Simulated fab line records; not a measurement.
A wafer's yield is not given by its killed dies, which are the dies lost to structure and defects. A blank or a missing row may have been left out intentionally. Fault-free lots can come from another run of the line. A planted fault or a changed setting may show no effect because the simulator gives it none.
fab line records ; flow n5-finfet
[record] lots = 6; wafers = 17; last-day = 17
route steps=1938 shown MOL_CONTACT_COAG@566 BEOL_M4@1111 PASSIVATION@1936
lots untouched by any fault: they come from a run of this same line in which no faults occurred
start-h: the number of hours between the record's first day and the start of the first shown wafer of the lot ; wait-h: how many hours have passed since the lot's step before this one ; " identical to the entry in the row above ; L1.1+2: a row that stands for several wafers ; - no value, or no start given ; * or withheld: withheld ; < > ~ a bound
route shown NAME@n: NAME is a module with steps in the file, n the number in the route of the first one ; usual: mean/standard deviation of fault-free wafers ; same: alike in all rows ; chamber/n: place in a boat ; sites: each site's reading ; _std_site: the values' standard deviation ; _edge_site: outer sites' mean less inner sites' ; radius-mm: how far each site lies from the wafer's centre ; mask NAME#n: copy n ; behind: tool/chamber where the wafer was last shaped ; hold: cause of the lot's hold/its duration in hours/its outcome ; device: names the non-switching transistor (n, p or np) ; end of line: tests of these same wafers at the route's end ; a step without rows: its recipe alone ; killed: count of dies lost to structure and defects at first sort (not the wafer's yield) ; map: dies across one wafer; x = killed, . = not, _ = none there
set.NAME: the setting the step ran with; set.NAME@STEP: the setting that earlier step ran with ; model.NAME: the simulator's own value behind a step, which no gauge read
lots at selected steps of the route; one table per step, one row per wafer
services: the hour from which a tool's chamber was out of use, counted from the record's first day as start-h (under 0 if before that day), plus the number of hours and why
[[steps]]
[step N5_MOL_CONTACT_COAG_COAT_77]
[recipe] resist = underlayer; temp-c = 205; time-s = 60; spin-rpm = 1500; resist-thk-nm = 10
[step N5_MOL_CONTACT_COAG_COAT_78]
[recipe] resist = CAR-EUV; spin-rpm = 1500; resist-thk-nm = 40
[step N5_MOL_CONTACT_COAG_EBR_80]
[recipe] solvent = PGMEA; ebr-width-mm = 1.5
[step N5_MOL_CONTACT_COAG_SOFTBAKE_79]
[recipe] temp-c = 110; time-s = 60; resist = CAR-EUV
[step N5_MOL_CONTACT_COAG_EXPOSE_81]
[recipe] mask-id = VG; na = 0.33; source-shape = annular; sigma-inner = 0.3; sigma-outer = 0.7; polarization = unpolarized; defocus-nm = 0; dose-mj = 59.5
[step N5_MOL_CONTACT_COAG_PEB_82]
[recipe] peb-temp-c = 100; peb-time-s = 60; resist = CAR-EUV
[step N5_MOL_CONTACT_COAG_DEVELOP_83]
[recipe] develop-time-s = 30; developer = TMAH; resist = CAR-EUV; rinse-liquid = surfactant-rinse; dry = air-spin; dev-temp-c = 23
[step N5_MOL_CONTACT_COAG_CD_MEAS_84]
[recipe] target-cd-nm = 25.1; landing-energy-ev = 500; detector = se-inlens; polarity = opening
[usual] cd-nm = 25.1/0.31
lot.wafer;tool;chamber;start-h;wait-h;cd-nm
L719.3;cd-sem-02;0;110.76;-;24.4
L719.5;cd-sem-02;0;110.76;-;25.0
L719.6;cd-sem-02;0;110.76;-;24.9
L726.2;cd-sem-02;0;147.83;-;25.0
L726.5;cd-sem-02;0;147.83;-;24.7
L729.3;cd-sem-02;0;162.79;-;25.3
L729.4;cd-sem-02;0;162.79;-;25.4
L729.5;cd-sem-02;0;162.79;-;25.2
L730.3;cd-sem-02;0;172.17;-;25.3
L730.4;cd-sem-02;0;172.17;-;24.8
L730.5;cd-sem-02;0;172.17;-;25.4
L733.1;cd-sem-01;0;191.16;-;25.6
L733.3;cd-sem-01;0;191.16;-;25.9
L733.5;cd-sem-01;0;191.16;-;24.7
L735.3;cd-sem-01;0;202.50;-;25.3
L735.5;cd-sem-01;0;202.50;-;25.3
L735.6;cd-sem-01;0;202.50;-;25.1
[step N5_MOL_CONTACT_COAG_OVL_MEAS_85]
[recipe] points-per-wafer = 522
[usual] VG_OVL = -0.2/0.8
lot.wafer;tool;chamber;start-h;wait-h;VG_OVL[nm]
L719.3;overlay-01;0;110.79;0.0;0.5
L719.5;overlay-01;0;110.79;0.0;1.1
L719.6;overlay-01;0;110.79;0.0;0.2
L726.2;overlay-01;0;147.86;0.0;0.2
L726.5;overlay-01;0;147.86;0.0;0.1
L729.3;overlay-01;0;162.83;0.0;-0.3
L729.4;overlay-01;0;162.83;0.0;0.1
L729.5;overlay-01;0;162.83;0.0;-0.7
L730.3;overlay-01;0;172.21;0.0;-2.0
L730.4;overlay-01;0;172.21;0.0;-1.1
L730.5;overlay-01;0;172.21;0.0;-2.1
L733.1;overlay-02;0;191.19;0.0;0.4
L733.3;overlay-02;0;191.19;0.0;0.8
L733.5;overlay-02;0;191.19;0.0;0.0
L735.3;overlay-02;0;202.54;0.0;1.4
L735.5;overlay-02;0;202.54;0.0;1.2
L735.6;overlay-02;0;202.54;0.0;0.7
[step N5_MOL_CONTACT_COAG_INSPECT_57]
[recipe] mode = adi; inspect-instrument = brightfield
[usual] raw-defect-count = 190/49
lot.wafer;tool;chamber;start-h;wait-h;raw-defect-count
L719.3;defect-inspect-02;-;110.85;0.1;212
L719.5;defect-inspect-02;-;110.85;0.1;157
L719.6;defect-inspect-02;-;110.85;0.1;199
L726.2;defect-inspect-01;-;147.92;0.0;205
L726.5;defect-inspect-01;-;147.92;0.0;324
L729.3;defect-inspect-02;-;162.88;0.0;118
L729.4;defect-inspect-02;-;162.88;0.0;183
L729.5;defect-inspect-02;-;162.88;0.0;158
L730.3;defect-inspect-01;-;172.26;0.0;142
L730.4;defect-inspect-01;-;172.26;0.0;137
L730.5;defect-inspect-01;-;172.26;0.0;112
L733.1;defect-inspect-02;-;191.25;0.1;203
L733.3;defect-inspect-02;-;191.25;0.1;241
L733.5;defect-inspect-02;-;191.25;0.1;167
L735.3;defect-inspect-02;-;202.59;0.0;149
L735.5;defect-inspect-02;-;202.59;0.0;119
L735.6;defect-inspect-02;-;202.59;0.0;168
[step N5_MOL_CONTACT_COAG_DESCUM_88]
[recipe] chemistry = O2; time-s = 7; source-power-w = 50; bias-power-w = 20; pressure-mtorr = 20; rf-frequency-hz = 2.712e+07; temp-c = 40; resist = CAR-EUV; o2-flow-sccm = 225
[usual] drypump-motor-current-A = 5.7/0.4; o2-flow-sccm = 225.0/0.71; oes-product-au = 0.77/0.094; rf-vpp-V = 243.6/1.3; showerhead-plenum-p-Torr = 2.12/0.065; throttle-valve-pct = 20.47/0.19
lot.wafer;tool;chamber;start-h;wait-h;drypump-motor-current-A;o2-flow-sccm;oes-product-au;rf-hours-counter-h;rf-vpp-V;showerhead-plenum-p-Torr;throttle-valve-pct
L719.3;rie-diel-06;1;111.23;0.4;6.5;225.3;0.71;227;244.8;2.15;20.36
L719.5;rie-diel-06;2;111.23;0.4;6.4;225.9;0.68;-;243.4;2.16;20.62
L719.6;rie-diel-06;1;111.23;0.4;6.5;225.7;0.71;-;246.3;2.15;20.34
L726.2;rie-diel-06;0;147.95;0.0;5.4;225.6;0.69;198;242.1;1.99;20.46
L726.5;rie-diel-06;0;147.95;0.0;5.3;224.5;0.68;-;240.2;1.99;20.48
L729.3;rie-diel-06;2;162.91;0.0;6.4;224.1;0.95;7;244.4;2.16;20.33
L729.4;rie-diel-06;1;162.91;0.0;6.5;224.3;0.69;250;244.4;2.14;20.39
L729.5;rie-diel-06;2;162.91;0.0;6.4;225.5;0.95;-;242.8;2.16;20.34
L730.3;rie-diel-04;1;172.29;0.0;5.4;225.3;0.73;228;245.9;2.16;20.53
L730.4;rie-diel-04;0;172.29;0.0;5.3;224.3;0.67;242;243.0;2.16;20.89
L730.5;rie-diel-04;3;172.29;0.0;5.3;224.4;0.73;-;241.8;2.06;20.65
L733.1;rie-diel-05;0;191.32;0.1;5.3;225.3;0.92;16;242.0;2.06;20.41
L733.3;rie-diel-05;2;191.32;0.1;5.7;225.8;0.77;129;244.5;2.19;20.44
L733.5;rie-diel-05;2;191.32;0.1;5.7;225.5;0.77;-;243.4;2.19;20.41
L735.3;rie-diel-04;2;202.62;0.0;5.9;224.9;0.82;115;246.5;2.21;20.57
L735.5;rie-diel-04;3;202.62;0.0;5.3;225.7;0.72;-;242.8;2.06;20.67
L735.6;rie-diel-04;2;202.62;0.0;5.9;225.3;0.81;-;244.8;2.21;20.57
[step N5_MOL_CONTACT_COAG_ETCH_89]
[recipe] chemistry = N2/H2; target = underlayer; target-depth-a = 130; mask-material = CAR-EUV; time-s = 10.4; ion-energy-ev = 200; pressure-mtorr = 30; source-w = 840; bias-w = 150; n2-flow-sccm = 200; h2-flow-sccm = 200; ends = cleared
[usual] drypump-motor-current-A = 5.7/0.4; etch-rf-on-time-s = 10.39/0.29; h2-flow-sccm = 199.9/0.62; oes-product-au = 0.66/0.078; rf-fwd-power-W = 819.0/2.4; rf-vpp-V = 524.7/2.3; showerhead-plenum-p-Torr = 2.57/0.076; throttle-valve-pct = 17.90/0.26
lot.wafer;tool;chamber;start-h;wait-h;drypump-motor-current-A;etch-rf-on-time-s;h2-flow-sccm;oes-product-au;rf-fwd-power-W;rf-hours-counter-h;rf-vpp-V;showerhead-plenum-p-Torr;throttle-valve-pct
L719.3;rie-diel-06;1;111.26;0.0;6.5;10.08;199.3;0.62;816.8;227;526.5;2.60;17.70
L719.5;rie-diel-06;2;111.26;0.0;6.4;10.30;199.8;0.59;818.5;-;525.9;2.59;17.79
L719.6;rie-diel-06;1;111.26;0.0;6.5;9.97;199.4;0.62;819.5;-;525.1;2.60;17.71
L726.2;rie-diel-06;0;147.98;0.0;5.3;10.79;199.9;0.58;820.4;198;520.2;2.40;17.78
L726.5;rie-diel-06;0;147.98;0.0;5.4;10.93;200.4;0.58;818.8;-;520.9;2.40;17.79
L729.3;rie-diel-06;2;162.94;0.0;6.4;10.36;198.9;0.84;823.5;7;525.5;2.59;17.44
L729.4;rie-diel-06;1;162.94;0.0;6.5;9.99;199.9;0.61;818.9;250;524.1;2.59;17.77
L729.5;rie-diel-06;2;162.94;0.0;6.4;10.25;200.2;0.84;815.7;-;526.3;2.59;17.45
L730.3;rie-diel-04;1;172.33;0.0;5.4;10.44;201.0;0.61;814.6;228;525.7;2.64;18.24
L730.4;rie-diel-04;0;172.33;0.0;5.4;10.26;200.9;0.60;819.8;242;526.1;2.59;18.13
L730.5;rie-diel-04;3;172.33;0.0;5.4;10.26;200.1;0.62;814.4;-;520.8;2.50;18.01
L733.1;rie-diel-05;0;191.36;0.0;5.4;10.97;199.5;0.76;818.0;17;522.1;2.51;17.89
L733.3;rie-diel-05;2;191.36;0.0;5.7;10.39;199.7;0.65;821.8;129;527.8;2.68;18.03
L733.5;rie-diel-05;2;191.36;0.0;5.7;10.29;200.5;0.66;822.6;-;526.3;2.68;18.03
L735.3;rie-diel-04;2;202.66;0.0;5.9;10.38;199.9;0.69;816.9;115;527.9;2.65;17.78
L735.5;rie-diel-04;3;202.66;0.0;5.4;10.13;201.9;0.61;818.0;-;523.6;2.50;18.03
L735.6;rie-diel-04;2;202.66;0.0;5.8;10.36;200.3;0.68;821.6;-;527.5;2.65;17.78
[step N5_MOL_CONTACT_COAG_ETCH_90]
[recipe] chemistry = CF4; target = SiARC; target-depth-a = 130; mask-material = CAR-EUV; time-s = 21.7; ion-energy-ev = 80; pressure-mtorr = 40; source-w = 545; bias-w = 36; Ar_flow_sccm = 100; cf4-flow-sccm = 100; ends = cleared
[usual] drypump-motor-current-A = 5.7/0.4; etch-rf-on-time-s = 21.7/0.64; oes-product-au = 0.66/0.078; rf-fwd-power-W = 531.5/1.8; rf-vpp-V = 184.4/1; showerhead-plenum-p-Torr = 2.17/0.058; throttle-valve-pct = 15.68/0.23
lot.wafer;tool;chamber;start-h;wait-h;drypump-motor-current-A;etch-rf-on-time-s;oes-product-au;rf-fwd-power-W;rf-hours-counter-h;rf-vpp-V;showerhead-plenum-p-Torr;throttle-valve-pct
L719.3;rie-diel-06;1;111.28;0.0;6.5;21.1;0.62;532.4;227;185.1;2.22;15.72
L719.5;rie-diel-06;2;111.28;0.0;6.4;21.7;0.60;534.5;-;185.9;2.18;15.71
L719.6;rie-diel-06;1;111.28;0.0;6.5;21.2;0.62;529.3;-;184.7;2.22;15.72
L726.2;rie-diel-06;0;148.00;0.0;5.4;22.7;0.58;532.2;198;182.8;2.06;15.81
L726.5;rie-diel-06;0;148.00;0.0;5.4;38.1;0.45;530.6;-;182.6;2.06;15.80
L729.3;rie-diel-06;2;162.96;0.0;6.4;36.4;0.64;538.8;7;184.9;2.18;15.25
L729.4;rie-diel-06;1;162.96;0.0;6.5;21.1;0.60;526.4;250;185.6;2.21;15.74
L729.5;rie-diel-06;2;162.96;0.0;6.4;36.5;0.65;538.2;-;183.5;2.18;15.25
L730.3;rie-diel-04;1;172.35;0.0;5.4;21.9;0.60;530.8;228;185.3;2.20;15.75
L730.4;rie-diel-04;0;172.35;0.0;5.3;21.9;0.58;530.6;242;185.5;2.19;15.98
L730.5;rie-diel-04;3;172.35;0.0;5.4;20.9;0.62;531.8;-;182.7;2.12;15.95
L733.1;rie-diel-05;0;191.38;0.0;5.4;23.0;0.76;529.5;17;184.6;2.10;15.40
L733.3;rie-diel-05;2;191.38;0.0;5.7;21.1;0.66;529.9;129;186.6;2.24;15.66
L733.5;rie-diel-05;2;191.38;0.0;5.7;21.4;0.65;532.4;-;185.5;2.24;15.65
L735.3;rie-diel-04;2;202.68;0.0;5.9;21.3;0.70;531.0;115;184.3;2.25;15.73
L735.5;rie-diel-04;3;202.68;0.0;5.3;20.4;0.62;529.3;-;184.6;2.12;15.96
L735.6;rie-diel-04;2;202.68;0.0;5.9;21.3;0.69;530.4;-;185.1;2.25;15.73
[step N5_MOL_CONTACT_COAG_ALD_131]
[recipe] material = SiO2; target-thk-a = 50; temp-c = 100; ald-precursor-family = BDEAS; ald-co-reactant = O2-plasma; pulse-time-s = 1; co-reactant-pulse-time-s = 1; purge-time-s = 2; co-reactant-purge-time-s = 2; ald-cycles = 35; pressure-torr = 2
[usual] heater-power-w = 80/7.8; precursor-pulse-height-rel = 1.000/0.021
[same] co-reactant-purge-time-s = 2; pulse-time-s = 1
lot.wafer;tool;chamber;start-h;wait-h;heater-power-w;precursor-pulse-height-rel;since-wet-clean-h
L719.3;ald-sin-01;0;111.49;0.2;72;1.008;12
L719.5;ald-sin-01;2;111.49;0.2;85;1.016;-
L719.6;ald-sin-01;1;111.49;0.2;93;1.002;-
L726.2;ald-sin-01;2;148.08;0.1;84;0.984;49
L726.5;ald-sin-01;3;148.08;0.1;71;1.005;-
L729.3;ald-sin-03;0;163.04;0.1;85;1.003;352
L729.4;ald-sin-03;3;163.04;0.1;76;0.993;352
L729.5;ald-sin-03;2;163.04;0.1;82;0.978;-
L730.3;ald-sin-04;1;172.43;0.1;80;0.967;270
L730.4;ald-sin-04;3;172.43;0.1;67;0.994;270
L730.5;ald-sin-04;3;172.43;0.1;68;1.040;-
L733.1;ald-sin-04;1;191.46;0.1;78;1.023;289
L733.3;ald-sin-04;0;191.46;0.1;90;0.998;289
L733.5;ald-sin-04;1;191.46;0.1;81;1.002;-
L735.3;ald-sin-03;2;202.76;0.1;75;0.966;10
L735.5;ald-sin-03;2;202.76;0.1;77;1.017;-
L735.6;ald-sin-03;1;202.76;0.1;84;0.982;-
[step N5_BEOL_M4_RC_MEAS_101]
[usual] DIBL_N = 36.1/2; DIBL_P = 36.3/2.5; IOFF_N = 0.16/0.037; IOFF_P = 0.21/0.039; ION_N = 678/15; ION_P = 465/8.7; SS_N = 71.4/0.7; SS_P = 73.3/0.74; VT_N = 249/3.6; VT_P = -250.0/2.9
lot.wafer;tool;chamber;start-h;wait-h;DIBL_N[mV/V];DIBL_P[mV/V];IOFF_N[nA/um];IOFF_P[nA/um];ION_N[uA/um];ION_P[uA/um];SS_N[mV/dec];SS_P[mV/dec];VT_N[mV];VT_P[mV]
L719.3;prober-02;0;178.72;0.3;34.2;34.8;0.14;0.21;675;462;71.8;73.2;250;-247.8
L719.5;prober-02;0;178.72;0.3;34.0;34.7;0.15;0.22;693;477;71.0;73.3;248;-248.4
L719.6;prober-02;0;178.72;0.3;36.2;36.9;0.18;0.24;671;460;71.8;73.6;246;-248.3
L726.2;prober-02;0;233.07;0.2;34.2;36.3;0.13;0.16;677;459;70.8;72.2;252;-255.3
L726.5;prober-02;0;233.07;0.2;37.2;39.5;0.19;0.22;695;469;71.4;73.8;247;-253.5
L729.3;prober-01;0;256.17;0.3;37.9;36.7;0.17;0.24;654;455;72.0;73.6;252;-246.1
L729.4;prober-01;0;256.17;0.3;34.7;33.0;0.13;0.19;670;457;70.6;72.4;251;-249.3
L729.5;prober-01;0;256.17;0.3;35.3;33.8;0.13;0.20;657;465;71.1;73.2;252;-250.4
L730.3;prober-02;0;256.59;0.3;33.7;33.8;0.13;0.18;677;465;70.9;72.3;252;-252.4
L730.4;prober-02;0;256.59;0.3;34.7;34.0;0.14;0.19;658;453;71.0;72.8;250;-252.1
L730.5;prober-02;0;256.59;0.3;33.9;34.1;0.13;0.19;680;468;70.7;72.6;249;-252.0
L733.1;prober-02;0;284.88;0.5;37.0;37.8;0.20;0.24;703;472;70.9;73.6;247;-248.4
L733.3;prober-02;0;284.88;0.5;35.1;32.8;0.14;0.16;672;454;71.0;72.8;254;-252.4
L733.5;prober-02;0;284.88;0.5;38.4;38.8;0.22;0.26;708;477;72.1;73.6;246;-246.3
L735.3;prober-02;0;299.46;0.3;32.7;32.9;0.11;0.16;668;463;70.4;72.5;256;-250.3
L735.5;prober-02;0;299.46;0.3;33.5;33.2;0.12;0.16;664;460;70.7;72.6;254;-253.1
L735.6;prober-02;0;299.46;0.3;38.5;41.1;0.21;0.30;676;469;71.9;74.7;247;-245.6
[step N5_PASSIVATION_PROBE_49]
[usual] defect-limited-yield = 91.1/1.3; killed_at_M0_to_M3 = 32/9.7; killed_at_M4_up = 16/6; killed-at-contacts = 12/5.9; killed-at-front-end = 41/11; killed-at-other = 4/3.1; killed-dies = 104/16; killed-open = 68/12; killed-short = 34/7.4; sort_bin_5_function = 5.1/0.85; sort_bin_6_memory = 3.3/0.66; sort-n-pass = 1075/16; sort-yield-pct = 91.1/1.4
[same] gross-dies = 1180; killed-at-back-side = 0; sort_bin_4_leakage[%] = 0; sort_bin_8_speed[%] = 0
lot.wafer;tool;chamber;start-h;wait-h;defect-limited-yield[%];killed_at_M0_to_M3;killed_at_M4_up;killed-at-contacts;killed-at-front-end;killed-at-other;killed-dies;killed-open;killed-short;sort_bin_5_function[%];sort_bin_6_memory[%];sort-n-pass;sort-yield-pct[%]
L719.3;prober-02;-;291.32;0.1;91.3;33;14;20;32;4;103;71;32;4.8;3.6;1077;91.3
L719.5;prober-02;-;291.42;0.2;92.3;33;20;14;22;2;91;60;29;4.4;3.2;1089;92.3
L719.6;prober-02;-;291.47;0.3;90.0;40;17;5;48;8;118;79;37;5.8;3.8;1062;90.0
L729.3;prober-02;-;366.05;0.1;89.6;26;13;13;63;8;123;73;42;6.4;3.4;1057;89.6
L729.4;prober-02;-;366.10;0.2;89.3;27;21;13;63;2;126;102;23;6.9;3.6;1054;89.3
L729.5;prober-02;-;366.15;0.2;88.8;38;13;22;56;3;132;89;40;6.0;4.7;1048;88.8
L730.5;prober-01;-;367.76;0.2;89.9;37;18;7;46;11;119;77;37;5.8;3.5;1061;89.9
L733.1;prober-02;-;398.95;0.0;89.7;44;12;16;47;2;121;83;38;6.0;4.0;1059;89.7
L733.3;prober-02;-;399.05;0.1;90.9;40;16;5;41;5;107;66;40;5.3;3.2;1073;90.9
L733.5;prober-02;-;399.15;0.2;89.9;50;13;6;46;4;119;86;33;5.9;3.6;1061;89.9
L735.3;prober-01;-;400.04;0.1;90.2;21;24;19;52;0;116;83;28;5.7;3.6;1064;90.2
L735.5;prober-01;-;400.14;0.2;92.5;29;22;6;28;4;89;52;37;4.7;2.6;1091;92.5
L735.6;prober-01;-;400.19;0.3;92.8;25;15;8;37;0;85;57;21;3.5;3.1;1095;92.8
// killed by level:class
L719.3 MOL_CONTACT_COAG:geometric-particle:open=17 BEOL_M0_SAQP:geometric-particle:open=10 FIN_SAQP:geometric-particle:open=8 BEOL_M4:geometric-particle:short=7 BEOL_M0_SAQP:geometric-particle:short=6 BEOL_M3:geometric-particle:open=5 FIN_SAQP:geometric-particle:short=4 BEOL_M2:geometric-particle:open=4
L719.5 MOL_CONTACT_COAG:geometric-particle:open=11 BEOL_M1:geometric-particle:open=8 BEOL_M0_SAQP:geometric-particle:open=7 GATE_CUT:geometric-particle:short=6 BEOL_M4:geometric-particle:open=6 BEOL_M0:geometric-particle:open=5 BEOL_M0_SAQP:geometric-particle:short=4 FIN_SAQP:geometric-particle:open=3
L719.6 BEOL_M2:geometric-particle:open=10 STI_FIN_REVEAL:geometric-particle:open=9 BEOL_M0_SAQP:geometric-particle:short=8 FIN_SAQP:geometric-particle:open=7 GATE_CUT:geometric-particle:open=7 BEOL_M0_SAQP:geometric-particle:open=7 GATE_CUT:geometric-particle:short=6 FIN_SAQP:geometric-particle:short=5
L729.3 STI_FIN_REVEAL:geometric-particle:open=14 BEOL_M0_SAQP:geometric-particle:short=12 FIN_SAQP:geometric-particle:open=11 DUMMY_GATE:geometric-particle:open=10 MOL_CONTACT_COAG:geometric-particle:open=10 BEOL_M0_SAQP:geometric-particle:open=7 GATE_CUT:geometric-particle:short=6 HKMG_FIN:area-etch=6
L729.4 STI_FIN_REVEAL:geometric-particle:open=23 FIN_SAQP:geometric-particle:open=16 BEOL_M2:geometric-particle:open=12 MOL_CONTACT_COAG:geometric-particle:open=10 DUMMY_GATE:geometric-particle:open=7 BEOL_M4:geometric-particle:open=7 BEOL_M0_SAQP:geometric-particle:open=6 BEOL_M7:geometric-particle:open=6
L729.5 MOL_CONTACT_COAG:geometric-particle:open=17 FIN_SAQP:geometric-particle:open=15 BEOL_M0_SAQP:geometric-particle:short=9 DUMMY_GATE:geometric-particle:open=8 BEOL_M0_SAQP:geometric-particle:open=8 BEOL_M1:geometric-particle:open=8 STI_FIN_REVEAL:geometric-particle:open=7 MOL_CONTACT_COAG:geometric-particle:short=5
L730.5 GATE_CUT:geometric-particle:short=9 FIN_SAQP:geometric-particle:short=8 FIN_SAQP:geometric-particle:open=8 BEOL_M0:geometric-particle:open=8 BEOL_M2:geometric-particle:open=8 MOL_CONTACT_COAG:geometric-particle:open=6 BEOL_M0_SAQP:geometric-particle:open=5 STI_FIN_REVEAL:geometric-particle:open=4
L733.1 FIN_SAQP:geometric-particle:open=19 MOL_CONTACT_COAG:geometric-particle:open=12 BEOL_M0_SAQP:geometric-particle:open=12 BEOL_M2:geometric-particle:open=11 BEOL_M0_SAQP:geometric-particle:short=10 FIN_SAQP:geometric-particle:short=9 BEOL_M4:geometric-particle:open=8 DUMMY_GATE:geometric-particle:open=5
L733.3 FIN_SAQP:geometric-particle:short=13 FIN_SAQP:geometric-particle:open=12 BEOL_M2:geometric-particle:open=11 BEOL_M0_SAQP:geometric-particle:open=8 BEOL_M0_SAQP:geometric-particle:short=8 STARTING-WAFER:geometric-particle:short=5 GATE_CUT:geometric-particle:short=4 MOL_CONTACT_COAG:geometric-particle:open=4
L733.5 BEOL_M2:geometric-particle:open=15 FIN_SAQP:geometric-particle:open=13 BEOL_M0_SAQP:geometric-particle:open=12 BEOL_M0_SAQP:geometric-particle:short=8 BEOL_M3:geometric-particle:open=8 FIN_SAQP:geometric-particle:short=7 DUMMY_GATE:geometric-particle:open=7 BEOL_M4:geometric-particle:open=7
L735.3 MOL_CONTACT_COAG:geometric-particle:open=17 DUMMY_GATE:geometric-particle:open=14 STI_FIN_REVEAL:geometric-particle:open=9 BEOL_M3:geometric-particle:open=9 BEOL_M4:geometric-particle:open=9 FIN_SAQP:geometric-particle:open=6 BEOL_M2:geometric-particle:open=5 BEOL_M4:geometric-particle:short=5
L735.5 BEOL_M4:geometric-particle:open=10 FIN_SAQP:geometric-particle:short=9 BEOL_M0_SAQP:geometric-particle:short=6 BEOL_M0_SAQP:geometric-particle:open=6 BEOL_M3:geometric-particle:open=6 MOL_CONTACT_COAG:geometric-particle:open=5 FIN_SAQP:geometric-particle:open=3 STI_FIN_REVEAL:geometric-particle:open=3
L735.6 MOL_CONTACT_COAG:geometric-particle:open=7 BEOL_M1:geometric-particle:open=7 HKMG_FIN:area-etch=7 BEOL_M4:geometric-particle:open=6 BEOL_M0_SAQP:geometric-particle:short=5 STARTING-WAFER:geometric-particle:open=5 FIN_SAQP:geometric-particle:open=4 DUMMY_GATE:geometric-particle:open=4
[[services]]
tool;chamber;start-h;hours;kind
rie-diel-05;1;102.88;4.1;repair
rie-diel-06;3;109.47;-;clean
rie-diel-06;3;109.47;-;consumable-replace:focus-ring
rie-diel-06;3;109.47;17.5;scheduled-down
rie-diel-06;3;109.47;17.5;vent-cycle
rie-diel-05;0;124.16;-;clean
rie-diel-05;0;124.16;-;consumable-replace:focus-ring
rie-diel-06;2;127.08;-;clean
rie-diel-06;2;127.08;-;consumable-replace:focus-ring
rie-diel-06;2;127.08;14.0;scheduled-down
rie-diel-06;2;127.08;14.0;vent-cycle
ald-sin-01;-;157.80;2.8;pm
rie-diel-06;1;163.37;-;clean
rie-diel-06;1;163.37;-;consumable-replace:focus-ring
rie-diel-06;1;163.37;11.2;scheduled-down
rie-diel-06;1;163.37;11.2;vent-cycle
rie-diel-05;0;167.07;5.0;repair
rie-diel-04;2;175.54;3.6;repair
ald-sin-03;-;178.32;14.0;pm
rie-diel-05;1;183.42;12.0;repair
rie-diel-04;0;197.28;-;clean
rie-diel-04;0;197.28;-;consumable-replace:focus-ring
rie-diel-04;0;197.28;12.2;scheduled-down
rie-diel-04;0;197.28;12.2;vent-cycle
[[key]]
[first-sign] step = N5_MOL_CONTACT_COAG_ETCH_90; reading = etch-rf-on-time-s; direction = up; sigmas = 24; usual = *; struck = *
[effect] step = N5_MOL_CONTACT_COAG_ETCH_90; reading = rf-fwd-power-W; direction = up; sigmas = 2.3; usual = *; struck = *; wafers-moved = 2
met-at N5_MOL_CONTACT_COAG_ETCH_90
struck-wafers L726.5,L729.3,L729.5
onset-between 111.28 148.00
[fault] kind = process-parameter-drift; tool = rie-diel-06; chamber = -; onset-h = 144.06; steps = N5_MOL_CONTACT_COAG_ETCH_90; channel = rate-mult; offset = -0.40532; shape = step; end-h = 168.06; scope = struck-wafers-only
